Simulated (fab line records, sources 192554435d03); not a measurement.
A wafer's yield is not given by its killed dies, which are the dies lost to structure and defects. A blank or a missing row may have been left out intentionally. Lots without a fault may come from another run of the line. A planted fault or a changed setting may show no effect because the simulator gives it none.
Code-filled problem report in 8D (eight disciplines) form || flow n5 finfet || the parts of the form that need people (team, actions taken, sign-off) are left out

1. THE PROBLEM
Wafers without a fault read 300.01 C, standard deviation 0.19; susceptor temp C at N5_FIN_SAQP_SPACER1_ALD_24 reads a mean of 295.80 C on 6 wafers belonging to 2 lots. Measured from the usual mean, that is -22 standard deviations.
The step: deposits SiO2, target thk 20.3 nm, pulse time 1 s, purge time 2 s.
Seen first at day 4 18:52 on ald sin-02, wafer L863.1. The record holds 27 wafers of 9 lots with a number at this step. Rule for "out" (also "out of limits"): further than 4 standard deviations from the usual mean. All remaining wafers that have a number are taken as sound.

2. WHAT IT IS, WHAT IT ISN'T
{"question": "which readings at this step", "is": "susceptor temp C", "is not": "heater power w, precursor pulse height rel"}
{"question": "which lots", "is": "L863, L865", "is not": "L858, L860, L861, L862, L864, L873, L874"}
{"question": "which wafers of those lots", "is": "all that have a number", "is not": "-"}
{"question": "read on which tools", "is": "ald sin-02", "is not": "ald sin-01, ald sin-04"}
{"question": "when", "is": "from day 4 18:52", "is not": "up to then (12 sound wafers); but 9 sound wafers of L864, L873, L874 came after"}

3. THE SUSPECTS, EACH WITH WHAT RULES IT OUT
Counting: a tool at any process step up to the reading remains a suspect when it ran all the lots that are out and ran no sound lot after the first of those.
- ald sin-02 at N5_FIN_SAQP_SPACER1_ALD_24 (deposits SiO2, target thk 20.3 nm, pulse time 1 s, purge time 2 s): kept. It processed each lot that is out, first L863 at day 4 18:52, and no sound lot thereafter; up to then, the last sound lot it processed was L862 at day 4 11:45. Its own readings are out on those wafers: susceptor temp C.
After counting, what remains is ald sin-02 at N5_FIN_SAQP_SPACER1_ALD_24.

4. THE CAUSE (what the simulator had put in)
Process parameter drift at N5_FIN_SAQP_SPACER1_ALD_24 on ald sin-02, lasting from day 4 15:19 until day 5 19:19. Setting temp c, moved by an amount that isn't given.
Only this tool survived the counting.

5. THE EFFECT CHAIN, in route order
Rows list readings where the struck wafers' mean (over those with a number) sits beyond 3 standard deviations from the usual. Readings are gone through only where the record gives a usual standard deviation; hours: the median, over the lots, of the time from a lot's start at the first step in this table giving one to that lot's start at this step; sigmas: the change measured in usual standard deviations.
{"hours": 0, "step": "N5_FIN_SAQP_SPACER1_ALD_24", "reading": "susceptor temp C", "usual": "300.01 C", "on struck wafers": 295.80, "change": -4.21, "sigmas": -22}
Here are the process steps it includes:
- N5_FIN_SAQP_SPACER1_ALD_24: deposits SiO2, target thk 20.3 nm, pulse time 1 s, purge time 2 s.
At these later measuring or inspecting steps, every struck wafer for which the step has a row has a number for every such reading, and none has moved that far: N5_BEOL_M4_RC_MEAS_101.

6. WHAT WOULD HAVE CAUGHT IT SOONER
First out-of-limits reading in this record: day 4 18:52, which is 4 hours after fault onset at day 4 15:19.
